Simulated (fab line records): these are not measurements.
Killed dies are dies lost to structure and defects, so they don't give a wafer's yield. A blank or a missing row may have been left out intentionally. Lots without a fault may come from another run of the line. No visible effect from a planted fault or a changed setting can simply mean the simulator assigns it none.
Split-lot experiment    flow n5 finfet    route with 1938 steps; 7 lots, 39 wafers read

## SPLIT DETAILS
At N5_BEOL_M13_TRENCH_ETCH_34 (etches SiOC in C4F8/O2/Ar, target depth 413.47 nm, time 162.6 s), the setting target depth a was moved away from the recipe's 4134.7 angstrom on 15 of the 39 wafers read, by -52.4% to +59.5%. All remaining wafers had this setting at the recipe value.

## FROM THE SPLIT TO THE READING: what the file shows between them, 7 steps
- N5_BEOL_M13_STRIP_70: strips in C4F8/O2/Ar
- N5_BEOL_M13_OCD_MEAS_35
- N5_BEOL_M13_STRIP_37: strips in N2/H2
- N5_BEOL_M13_ETCH_38: etches SiCN in CF4/N2, target depth 67.5 nm, time 71.9 s
- N5_BEOL_M13_ECD_47: material Cu, target thk 936 nm
- N5_BEOL_M13_ANNEAL_48: time 90 s
- N5_BEOL_M13_CMP_49: polishes, stops on SiOC, t overpolish 17.1 s, target thk 420 nm

## THE READING
M13_THK, in nm, at N5_BEOL_M13_THK_MEAS_50 (measures by xrf). Fault-free wafers of this fab line usually give 426 nm, standard deviation 7.3 nm.

wafer   tool, chamber at the split  target depth a as run, angstrom  against the recipe  M13_THK, nm  against lot-mates on the recipe
L076.1  rie diel-04, 2              4134.7                           recipe              411          -
L076.2  rie diel-04, 0              4134.7                           recipe              414          -
L076.5  rie diel-04, 3              4134.7                           recipe              416          -
L075.1  rie diel-03, 1              4134.7                           recipe              420          -
L075.2  rie diel-03, 2              4134.7                           recipe              427          -
L075.3  rie diel-03, 0              4134.7                           recipe              424          -
L075.4  rie diel-03, 3              4134.7                           recipe              423          -
L075.5  rie diel-03, 2              4134.7                           recipe              425          -
L075.6  rie diel-03, 1              4134.7                           recipe              423          -
L077.1  rie diel-01, 3              4134.7                           recipe              434          -
L077.2  rie diel-01, 1              1967                             -52.4%              204          -227
L077.3  rie diel-01, 2              4134.7                           recipe              423          -
L077.4  rie diel-01, 0              4134.7                           recipe              436          -
L077.5  rie diel-01, 2              1967                             -52.4%              204          -227
L077.6  rie diel-01, 1              1967                             -52.4%              204          -227
L079.1  rie diel-01, 2              5945                             +43.8%              615          +179
L079.2  rie diel-01, 3              5945                             +43.8%              643          +207
L079.3  rie diel-01, 1              4134.7                           recipe              430          -
L079.4  rie diel-01, 0              5945                             +43.8%              642          +206
L079.5  rie diel-01, 3              4134.7                           recipe              444          -
L079.6  rie diel-01, 2              4134.7                           recipe              435          -
L081.1  rie diel-03, 3              2266                             -45.2%              237          -192
L081.2  rie diel-03, 1,2            2266                             -45.2%              236          -193
L081.3  rie diel-03, 0              4134.7                           recipe              430          -
L081.4  rie diel-03, 1,2            2266                             -45.2%              234          -195
L081.5  rie diel-03, 2              4134.7                           recipe              430          -
L081.6  rie diel-03, 3              4134.7                           recipe              428          -
L093.1  rie diel-04, 2              5007                             +21.1%              522          +95
L093.2  rie diel-04, 1              5007                             +21.1%              509          +82
L093.3  rie diel-04, 0              4134.7                           recipe              422          -
L093.4  rie diel-04, 3              5007                             +21.1%              520          +93
L093.5  rie diel-04, 2              4134.7                           recipe              435          -
L093.6  rie diel-04, 1              4134.7                           recipe              424          -
L096.1  rie diel-03, 2              6596                             +59.5%              674          +246
L096.2  rie diel-03, 0              4134.7                           recipe              430          -
L096.3  rie diel-03, 3              6596                             +59.5%              669          +241
L096.4  rie diel-03, 1              6596                             +59.5%              671          +243
L096.5  rie diel-03, 0              4134.7                           recipe              432          -
L096.6  rie diel-03, 1              4134.7                           recipe              423          -
Where a row lists several chambers, the file gives one row for several wafers and doesn't say which wafer went through which chamber.

THE FIT
A straight line over all 39 wafers: M13_THK changes by +4.28 nm for each +1% of target depth a; r = +1.00; the points scatter about the line by 9.5 nm.
The same after taking each lot's own level away (the mean of its wafers on the recipe; 39 wafers): +4.27 nm for each +1%; r = +1.00; scatter 6.8 nm.
The reading moves by 2.5e+02 nm for the largest change in target depth a, on that fit.
Across the lots, their own levels run from 413.7 to 436.3 nm, a range of 3.1 times the standard deviation given above.
The two slopes agree, so the slope changes little with the lot-to-lot level.
Check: with one of the wafers moved furthest among these (+59.5%) left out of the fit, the line predicts +255 nm for it against its lot-mates. Against them it came out at +246 nm.

## THE WHOLE CHAIN: every reading that the file lists as answering this split, in the file's order
step                        what it does                                                     reading                                                                        change (the file's fit)                                                                  r (the file's)
N5_BEOL_M13_TRENCH_ETCH_34  etches SiOC in C4F8/O2/Ar, target depth 413.47 nm, time 162.6 s  etch.depth nm (the simulator's own value, which no gauge read)                 +4.19 nm for each +1% of the setting                                                     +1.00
N5_BEOL_M13_OCD_MEAS_35                                                                      trench depth nm                                                                +4.19 nm for each +1% of the setting                                                     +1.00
N5_BEOL_M13_CMP_49          polishes, stops on SiOC, t overpolish 17.1 s, target thk 420 nm  Cu_of_BEOL_M13_ECD_47.thk nm (the simulator's own value, which no gauge read)  +4.19 nm for each +1% of the setting                                                     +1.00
N5_BEOL_M13_THK_MEAS_50     measures by xrf                                                  M13_THK                                                                        +4.27 for each +1% of the setting                                                        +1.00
N5_BEOL_M13_RS_MEAS_54      measures by four-point-probe                                     M13_RS                                                                         not straight: 0.0965 at the lowest setting, 0.0446 at the recipe, 0.0281 at the highest  not given

## THE FILE'S OWN FIT
M13_THK changes by +4.27 nm for each +1% of target depth a, r = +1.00.
